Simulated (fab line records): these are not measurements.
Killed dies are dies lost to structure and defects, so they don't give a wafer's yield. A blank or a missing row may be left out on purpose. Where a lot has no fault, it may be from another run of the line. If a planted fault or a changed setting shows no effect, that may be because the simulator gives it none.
A lot that was struck, set against a sound lot / flow nand_harc / 19 steps out of a route of 1302
Sound: the wafers L174.1, L174.2, L174.4. Struck: wafers L181.1, L181.2, L181.3. At the end, the cause is stated.
Order at every step that has rows: each side's tool, ch and its chambers, its first start. Under that, the readings that differ: sound wafers / struck wafers / difference of the means / sigmas: that difference in standard deviations of wafers without a fault.
alike: words and numbers the same on both sides, and readings whose means are apart by under 2 such deviations; not compared: readings that were withheld, readings missing a value for some wafer, numbers with overlapping values and no deviation given by the record, and bounds like >300 which may hide the same value.
The two part at a step that has a row with sigmas, a row that says differs or no value, or rows on one side only. Non-overlapping numbers with no deviation appear without sigmas and do not part them. A reading that every wafer of one side lacks parts them only if that side has two wafers or more.

NHARC_P_GATE_CD_MEAS_59: the cd target is 720 nm.
  sound on cd_sem-01 ch 0, day 5 13:59; struck on cd_sem-01 ch 0, day 8 15:35
  alike: cd_nm
then, 1 step without rows for these wafers: NHARC_P_GATE_HARDBAKE_60 (time 80 s).
NHARC_P_GATE_DESCUM_61: chemistry O2, time 3 s.
  sound on rie_diel-13 ch 0,1,2, day 5 14:10; struck on rie_diel-13 ch 1,2,3, day 8 15:45
reading=rf_hours_counter_h (h); sound=8 8 7; struck=0 0 0; difference=-8; sigmas=
  alike: drypump_motor_current_A, oes_product_au, rf_vpp_V, showerhead_plenum_p_Torr, throttle_valve_pct
then, 1 step without rows for these wafers: NHARC_P_GATE_IMPLANT_62.
NHARC_P_GATE_STRIP_112: strips in N2/H2, time 200 s.
  sound on plasma_asher-02 ch 0,1, day 5 14:32; struck on plasma_asher-01 ch 0,1, day 8 16:08
  alike: drypump_motor_current_A, heater_power_w, temp_c
  not compared: rf_hours_counter_h
NHARC_P_GATE_STRIP_76: strips in O2.
  sound on plasma_asher-02 ch 0,1, day 5 14:48; struck on plasma_asher-01 ch 0,1, day 8 16:24
  alike: drypump_motor_current_A, heater_power_w, temp_c
  not compared: rf_hours_counter_h
then, 6 steps without rows for these wafers: NHARC_P_GATE_STRIP_63 (strips in SPM, time 900 s); NHARC_P_GATE_DEHYDRATE_83 (time 120 s); NHARC_P_GATE_HMDS_84 (time 30 s); NHARC_P_GATE_COAT_85; NHARC_P_GATE_SOFTBAKE_86 (time 95 s); NHARC_P_GATE_EBR_87.
NHARC_P_GATE_EXPOSE_88: exposes mask P HVN, target cd 2000 nm.
  sound on krf_scanner-02 ch 0, day 5 15:28; struck on krf_scanner-02 ch 0, day 8 17:10
reading=mask; sound=P_HVN#0 P_HVN#0 P_HVN#0; struck=P_HVN_R1#0 P_HVN_R1#0 P_HVN_R1#0; difference=differs; sigmas=
then, 2 steps without rows for these wafers: NHARC_P_GATE_PEB_89 (peb time 85 s); NHARC_P_GATE_DEVELOP_90 (time 70 s).
NHARC_P_GATE_CD_MEAS_91: the cd target is 2000 nm.
  sound on cd_sem-03 ch 0, day 5 15:37; struck on cd_sem-01 ch 0, day 8 17:19
reading=cd_nm (nm); sound=2003 2003 2002; struck=2023 2018 2021; difference=+18; sigmas=+6
then, 1 step without rows for these wafers: NHARC_P_GATE_HARDBAKE_92 (time 80 s).
NHARC_P_GATE_DESCUM_93: chemistry O2, time 3 s.
  sound on rie_diel-13 ch 0,1,3, day 5 15:47; struck on rie_diel-01 ch 1,2,3, day 8 17:29
reading=model.P_GATE.cd_nm (nm); sound=2004 2003 2001; struck=2023 2018 2021; difference=+18; sigmas=
  alike: drypump_motor_current_A, oes_product_au, rf_vpp_V, showerhead_plenum_p_Torr, throttle_valve_pct
  not compared: rf_hours_counter_h
then, 1 step without rows for these wafers: NHARC_P_GATE_IMPLANT_94.

## WHERE THEY PART
First at NHARC_P_GATE_EXPOSE_88; last, within this record, at NHARC_P_GATE_CD_MEAS_91. Later steps at which nothing parts them and some readings are alike: NHARC_P_GATE_DESCUM_93.

WHY: whatever the simulator had introduced
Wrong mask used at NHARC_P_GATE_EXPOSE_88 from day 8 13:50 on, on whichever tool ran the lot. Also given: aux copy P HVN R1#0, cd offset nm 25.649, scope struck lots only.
